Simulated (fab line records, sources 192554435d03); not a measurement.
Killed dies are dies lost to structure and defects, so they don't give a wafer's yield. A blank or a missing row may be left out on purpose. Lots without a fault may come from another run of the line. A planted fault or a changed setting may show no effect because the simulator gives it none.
Which tool did it? | flow n5_finfet | 9 lots, 26 wafers sampled, at 5 steps of a route of 1938

WHAT THE GAUGES READ, wafer by wafer
N5_SDB_THK_MEAS_31. Usual: SDB_THK 64.5 nm, standard deviation 1.2.
lot  | measured    | on            | SDB_THK (nm)   | flag
L180 | day 3 21:38 | film_metro-02 | 62.8 65.1 63.1 |
L181 | day 4 01:37 | film_metro-02 | 63.3 62.5 64.7 |
L190 | day 6 12:10 | film_metro-01 | 64.8 65.5 66.2 |
L191 | day 7 00:36 | film_metro-02 | 64.8 64.9 65.7 |
L192 | day 7 01:17 | film_metro-02 | 65.2 64.0 65.5 |
L193 | day 7 07:17 | film_metro-02 | 64.7 65.5      |
L194 | day 7 15:02 | film_metro-02 | 64.1 64.0 65.1 |
L198 | day 8 15:40 | film_metro-02 | 63.4 62.9 63.3 |
L202 | day 9 12:33 | film_metro-02 | 64.5 64.2 66.2 |

N5_BEOL_M4_RC_MEAS_101. Usual: DIBL_N 35.9 mV/V, standard deviation 1.6; DIBL_P 35.6 mV/V, standard deviation 2.1; IOFF_N 0.149 nA/um, standard deviation 0.029; IOFF_P 0.20 nA/um, standard deviation 0.033; ION_N 671 uA/um, standard deviation 11; ION_P 460 uA/um, standard deviation 7.3; SS_N 71.4 mV/dec, standard deviation 0.62; SS_P 73.2 mV/dec, standard deviation 0.65; VT_N 251 mV, standard deviation 3.1; VT_P -251 mV, standard deviation 3.4.
lot  | measured     | on        | DIBL_N (mV/V)  | DIBL_P (mV/V)  | IOFF_N (nA/um)    | IOFF_P (nA/um) | ION_N (uA/um) | ION_P (uA/um) | SS_N (mV/dec)  | SS_P (mV/dec)  | VT_N (mV)   | VT_P (mV)      | flag
L180 | day 7 21:37  | prober-02 | 35.4 34.5 34.0 | 33.8 34.4 34.4 | 0.133 0.124 0.116 | 0.15 0.15 0.16 | 662 656 655   | 445 451 453   | 70.8 70.5 69.8 | 72.5 72.7 72.6 | 251 254 254 | -258 -256 -257 |
L181 | day 7 22:20  | prober-01 | 36.1 36.0 34.9 | 35.7 36.3 33.9 | 0.154 0.150 0.130 | 0.20 0.22 0.18 | 668 666 672   | 459 460 459   | 71.1 71.1 70.7 | 73.1 73.1 73.0 | 253 252 253 | -249 -248 -252 |
L190 | day 10 14:43 | prober-01 | 36.8 38.7 37.9 | 37.4 39.8 38.5 | 0.169 0.216 0.199 | 0.20 0.25 0.23 | 676 690 692   | 460 467 472   | 71.2 72.4 71.8 | 72.9 74.5 74.5 | 247 246 245 | -252 -249 -250 |
L191 | day 10 20:29 | prober-01 | 37.3 34.3 36.1 | 35.7 32.8 35.5 | 0.166 0.124 0.151 | 0.25 0.20 0.24 | 657 670 660   | 460 469 459   | 72.1 70.5 71.3 | 73.9 72.4 73.4 | 250 252 250 | -248 -249 -249 |
L192 | day 10 17:42 | prober-02 | 37.6 37.4 33.8 | 37.5 37.5 32.5 | 0.173 0.169 0.115 | 0.20 0.19 0.14 | 676 675 655   | 456 458 450   | 71.4 71.1 70.4 | 73.9 73.7 72.9 | 248 248 251 | -255 -254 -256 |
L193 | day 11 07:04 | prober-01 | 35.1 34.1      | 33.3 32.3      | 0.135 0.118       | 0.19 0.18      | 662 664       | 461 455       | 71.3 70.7      | 73.0 72.6      | 253 254     | -251 -251      |
L194 | day 11 14:14 | prober-02 | 34.7 35.5 37.9 | 34.8 36.1 38.3 | 0.127 0.143 0.178 | 0.18 0.19 0.23 | 663 675 670   | 454 457 457   | 71.2 71.6 72.4 | 73.1 72.4 74.4 | 253 252 251 | -252 -251 -249 |
L198 | day 12 13:02 | prober-02 | 35.2 36.1 35.1 | 34.7 35.8 34.6 | 0.118 0.131 0.127 | 0.16 0.18 0.16 | 661 667 680   | 454 457 464   | 71.2 71.2 70.7 | 73.4 73.6 73.3 | 254 255 251 | -257 -252 -255 |
L202 | day 13 12:37 | prober-02 | 36.8 38.7 39.1 | 35.2 38.1 38.4 | 0.157 0.199 0.213 | 0.21 0.26 0.27 | 681 683 697   | 468 467 475   | 70.7 71.9 72.5 | 73.0 73.8 74.2 | 253 245 244 | -250 -244 -248 |

WHICH TOOL RAN EACH LOT (tool, then ch and the chambers of the sampled wafers, then the start)
lot  | N5_SDB_CUT_ETCH_26              | N5_HKMG_FIN_ETCH_54               | N5_HKMG_FIN_ETCH_58
L180 | rie_si-04 ch 0,1, day 3 18:23   | rie_diel-06 ch 1,2, day 3 23:23   | rie_diel-06 ch 1,2, day 3 23:39
L181 | rie_si-04 ch 0,2,3, day 3 21:56 | rie_diel-02 ch 1,2,3, day 4 03:17 | rie_diel-02 ch 1,2,3, day 4 03:32
L190 | rie_si-01 ch 0,2,3, day 6 08:57 | rie_diel-06 ch 0,1,3, day 6 13:54 | rie_diel-06 ch 0,1,3, day 6 14:10
L191 | rie_si-01 ch 0,2, day 6 21:23   | rie_diel-06 ch 0,2, day 7 02:17   | rie_diel-06 ch 0,2, day 7 02:33
L192 | rie_si-02 ch 0,1, day 6 22:05   | rie_diel-05 ch 0,1,3, day 7 03:26 | rie_diel-05 ch 0,1,3, day 7 03:42
L193 | rie_si-02 ch 1,2, day 7 04:04   | rie_diel-05 ch 1,2, day 7 09:17   | rie_diel-05 ch 1,2, day 7 09:34
L194 | rie_si-02 ch 0,1,3, day 7 11:43 | rie_diel-05 ch 0,1,3, day 7 16:47 | rie_diel-05 ch 0,1,3, day 7 17:04
L198 | rie_si-02 ch 0,1,3, day 8 12:23 | rie_diel-02 ch 0,2,3, day 8 17:27 | rie_diel-02 ch 0,2,3, day 8 17:43
L202 | rie_si-02 ch 1,3, day 9 09:20   | rie_diel-02 ch 1,3, day 9 14:16   | rie_diel-02 ch 1,3, day 9 14:31
- N5_SDB_CUT_ETCH_26: etches Si in HBr/Cl2/O2, target depth 129.6 nm, bt time 20 s, time 51.8 s.
- N5_HKMG_FIN_ETCH_54: etches SiARC in CF4, target depth 45.5 nm, time 75.8 s.
- N5_HKMG_FIN_ETCH_58: etches SOC in N2/H2, target depth 215.8 nm, time 741 s.

WHAT THE TOOLS THEMSELVES READ (means of the sampled wafers that have a number; where no wafer has one, the mark that the record gives instead)
N5_SDB_CUT_ETCH_26. Usual: O2_flow_sccm 12.00 sccm, standard deviation 0.032; drypump_motor_current_A 5.8 A, standard deviation 0.51; he_backside_leak_sccm 2.7 sccm, standard deviation 0.32; oes_product_au 0.999 a.u., standard deviation 0.017; throttle_valve_pct 37.29 %, standard deviation 0.29.
lot  | tool      | O2_flow_sccm (sccm) | drypump_motor_current_A (A) | he_backside_leak_sccm (sccm) | oes_product_au (a.u.) | throttle_valve_pct (%) | flag
L180 | rie_si-04 | 12.01               | 6.4                         | 2.6                          | 1.005                 | 37.13                  |
L181 | rie_si-04 | 11.97               | 5.7                         | 2.6                          | 1.009                 | 36.98                  |
L190 | rie_si-01 | 12.02               | 5.5                         | 2.8                          | 0.977                 | 37.41                  |
L191 | rie_si-01 | 11.99               | 5.3                         | 2.8                          | 0.971                 | 37.17                  |
L192 | rie_si-02 | 11.98               | 5.9                         | 2.6                          | 0.996                 | 37.27                  |
L193 | rie_si-02 | 12.00               | 6.2                         | 2.5                          | 1.007                 | 37.17                  |
L194 | rie_si-02 | 12.01               | 5.7                         | 2.6                          | 1.002                 | 37.36                  |
L198 | rie_si-02 | 11.98               | 5.7                         | 2.6                          | 0.994                 | 37.38                  |
L202 | rie_si-02 | 11.99               | 5.9                         | 2.8                          | 0.988                 | 37.37                  |

N5_HKMG_FIN_ETCH_54. Usual: cf4_flow_sccm 100.04 sccm, standard deviation 0.3; drypump_motor_current_A 5.7 A, standard deviation 0.47; etch_rf_on_time_s 75.0 s, standard deviation 1.3; oes_product_au 0.67 a.u., standard deviation 0.05; rf_vpp_V 184.4 V, standard deviation 0.95; showerhead_plenum_p_Torr 2.18 Torr, standard deviation 0.041; throttle_valve_pct 15.67 %, standard deviation 0.21.
lot  | tool        | cf4_flow_sccm (sccm) | drypump_motor_current_A (A) | etch_rf_on_time_s (s) | oes_product_au (a.u.) | rf_vpp_V (V) | showerhead_plenum_p_Torr (Torr) | throttle_valve_pct (%) | flag
L180 | rie_diel-06 | 100.12               | 5.6                         | 74.9                  | 0.66                  | 184.1        | 2.20                            | 15.61                  |
L181 | rie_diel-02 | 99.94                | 5.8                         | 76.5                  | 0.64                  | 183.3        | 2.14                            | 15.76                  |
L190 | rie_diel-06 | 99.85                | 5.9                         | 75.2                  | 0.65                  | 184.4        | 2.17                            | 15.77                  |
L191 | rie_diel-06 | 100.11               | 5.8                         | 75.6                  | 0.66                  | 184.1        | 2.15                            | 15.64                  |
L192 | rie_diel-05 | 100.10               | 5.7                         | 73.8                  | 0.71                  | 184.4        | 2.19                            | 15.61                  |
L193 | rie_diel-05 | 100.14               | 5.6                         | 75.7                  | 0.68                  | 184.5        | 2.19                            | 15.54                  |
L194 | rie_diel-05 | 99.99                | 5.7                         | 74.8                  | 0.70                  | 185.0        | 2.19                            | 15.62                  |
L198 | rie_diel-02 | 99.99                | 5.8                         | 75.5                  | 0.66                  | 183.2        | 2.18                            | 15.84                  |
L202 | rie_diel-02 | 100.13               | 6.0                         | 75.3                  | 0.63                  | 184.6        | 2.14                            | 15.79                  |

N5_HKMG_FIN_ETCH_58. Usual: drypump_motor_current_A 5.8 A, standard deviation 0.47; oes_product_au 0.78 a.u., standard deviation 0.059; rf_vpp_V 99.4 V, standard deviation 0.94; showerhead_plenum_p_Torr 2.59 Torr, standard deviation 0.057; throttle_valve_pct 17.85 %, standard deviation 0.2.
lot  | tool        | drypump_motor_current_A (A) | oes_product_au (a.u.) | rf_vpp_V (V) | showerhead_plenum_p_Torr (Torr) | throttle_valve_pct (%) | flag
L180 | rie_diel-06 | 5.6                         | 0.76                  | 100.2        | 2.62                            | 17.72                  |
L181 | rie_diel-02 | 5.8                         | 0.75                  | 98.8         | 2.54                            | 17.93                  |
L190 | rie_diel-06 | 5.9                         | 0.94                  | 99.4         | 2.57                            | 17.95                  |
L191 | rie_diel-06 | 5.8                         | 0.95                  | 99.7         | 2.55                            | 17.89                  |
L192 | rie_diel-05 | 5.7                         | 0.84                  | 99.2         | 2.60                            | 17.76                  |
L193 | rie_diel-05 | 5.6                         | 0.79                  | 98.2         | 2.60                            | 17.74                  |
L194 | rie_diel-05 | 5.7                         | 0.83                  | 98.9         | 2.60                            | 17.77                  |
L198 | rie_diel-02 | 5.8                         | 0.79                  | 99.8         | 2.59                            | 18.07                  |
L202 | rie_diel-02 | 6.0                         | 0.74                  | 98.7         | 2.54                            | 18.01                  |

THE ANSWER, worked out from the rows above alone
Rule: a lot is off if the mean of its wafers that have a number lies more than 3 standard deviations from the usual mean. A lot without any number at a reading at which 4 lots or more have one is off too. The other lots that the step has rows for count as sound. The gauges are gone through in route order, then the tools' own readings, and for those a lot's mean is taken as printed above. The first step at which some lot is off is used, and at that step the reading that is off furthest; a lot without a number counts as furthest.
No lot is off at any reading shown: from this, nothing can be told.

WHAT THE SIMULATOR HAD PUT IN
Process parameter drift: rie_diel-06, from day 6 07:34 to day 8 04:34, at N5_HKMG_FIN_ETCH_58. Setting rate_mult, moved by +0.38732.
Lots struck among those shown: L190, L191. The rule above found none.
